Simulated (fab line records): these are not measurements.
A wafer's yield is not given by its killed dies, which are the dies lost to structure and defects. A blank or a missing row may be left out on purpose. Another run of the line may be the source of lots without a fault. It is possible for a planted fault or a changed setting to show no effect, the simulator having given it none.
Matching of chambers ; flow nand harc ; 4 sister chambers for NHARC_P_M0_ETCH_34 on rie diel-04
The step etches the open film in N2/H2, target depth 40 nm, overetch 12 nm, time 43.94 s. 4 wafers are shown with their chamber, then 8 later ones without.

== WAFERS PAIRED WITH THEIR CHAMBERS ==
wafer;chamber;showerhead plenum p Torr (Torr)
L578.4;3;2.02
L583.2;0;1.99
L584.6;1;1.97
L587.2;2;2.16

== WAFERS WHOSE CHAMBER IS MISSING ==
wafer;showerhead plenum p Torr (Torr)
L587.5;2.16
L587.6;1.97
L589.1;2.01
L589.3;2.16
L589.6;2.01
L590.1;1.96
L590.4;2.01
L590.5;1.98

== THE CHAMBER EACH PASSED THROUGH ==
wafer;from the rows above;in truth
L587.5;2;2
L587.6;1;1
L589.1;can't be placed: 3 or 0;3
L589.3;2;2
L589.6;can't be placed: 3 or 0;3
L590.1;1;1
L590.4;can't be placed: 3 or 0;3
L590.5;can't be placed: 0 or 1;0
Correct placement for 4 of the 8. Can't be placed from these rows: 4 (the true chamber is among the candidates in 4). Wrongly placed: 0.
How it was worked out, from the rows above alone: a wafer's distance from a chamber is the root of the sum, over the readings, of the square of ((its reading less the chamber's mean) divided by the reading's scatter). If the next closest chamber is less than 2 further off than the closest, the wafer can't be placed; otherwise it belongs to the closest. A chamber's mean is the mean of its shown wafers. The scatter: with one shown wafer a chamber, the root of the mean of the squares of how far each hidden wafer lies from its nearest shown one.
